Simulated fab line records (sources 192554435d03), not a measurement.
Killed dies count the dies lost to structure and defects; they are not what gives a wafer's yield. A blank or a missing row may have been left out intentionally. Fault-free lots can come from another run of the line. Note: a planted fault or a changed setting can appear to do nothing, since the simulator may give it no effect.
Chamber matching + flow n5 finfet + N5_PMOS_HMC_CHANNEL_EPI_STRIP_33 on rie diel-06 has 4 sister chambers
The step strips in N2/H2. 8 wafers are shown with their chamber, then 9 later ones without.

== WAFERS, EACH WITH ITS CHAMBER ==
| wafer  | chamber | drypump motor current A (A) | showerhead plenum p Torr (Torr) |
|--------|---------|-----------------------------|---------------------------------|
| L076.4 | 0       | 5.3                         | 3.13                            |
| L078.1 | 2       | 6.1                         | 3.45                            |
| L078.4 | 1       | 6.5                         | 3.35                            |
| L082.4 | 1       | 6.5                         | 3.35                            |
| L082.6 | 3       | 6.0                         | 3.20                            |
| L089.2 | 2       | 6.1                         | 3.44                            |
| L089.3 | 3       | 6.0                         | 3.19                            |
| L089.6 | 0       | 5.2                         | 3.13                            |

== WAFERS WITHOUT THEIR CHAMBER ==
| wafer  | drypump motor current A (A) | showerhead plenum p Torr (Torr) |
|--------|-----------------------------|---------------------------------|
| L091.1 | 6.0                         | 3.19                            |
| L091.2 | 6.5                         | 3.34                            |
| L091.6 | 6.5                         | 3.34                            |
| L093.1 | 6.0                         | 3.19                            |
| L093.4 | 5.2                         | 3.13                            |
| L093.6 | 6.5                         | 3.34                            |
| L094.1 | 6.5                         | 3.34                            |
| L094.2 | 6.1                         | 3.44                            |
| L094.5 | 6.1                         | 3.44                            |

== WHICH CHAMBER EACH WENT THROUGH ==
| wafer  | from the rows above | in truth |
|--------|---------------------|----------|
| L091.1 | 3                   | 3        |
| L091.2 | 1                   | 1        |
| L091.6 | 1                   | 1        |
| L093.1 | 3                   | 3        |
| L093.4 | 0                   | 0        |
| L093.6 | 1                   | 1        |
| L094.1 | 1                   | 1        |
| L094.2 | 2                   | 2        |
| L094.5 | 2                   | 2        |
Correctly placed: 9 of 9. Left unplaced by these rows: 0. Placed wrongly: 0.
How it was worked out, from the rows above alone: a wafer's distance from a chamber is the root of the sum, over the readings, of the square of ((its reading less the chamber's mean) divided by the reading's scatter). The wafer belongs to the nearest chamber; if the next one is less than 2 further off, it can't be placed. A chamber's mean is the mean of its shown wafers. The scatter: take each reading less its chamber's mean, square it, sum over the shown wafers, divide by the number of wafers less the number of chambers, and take the root.
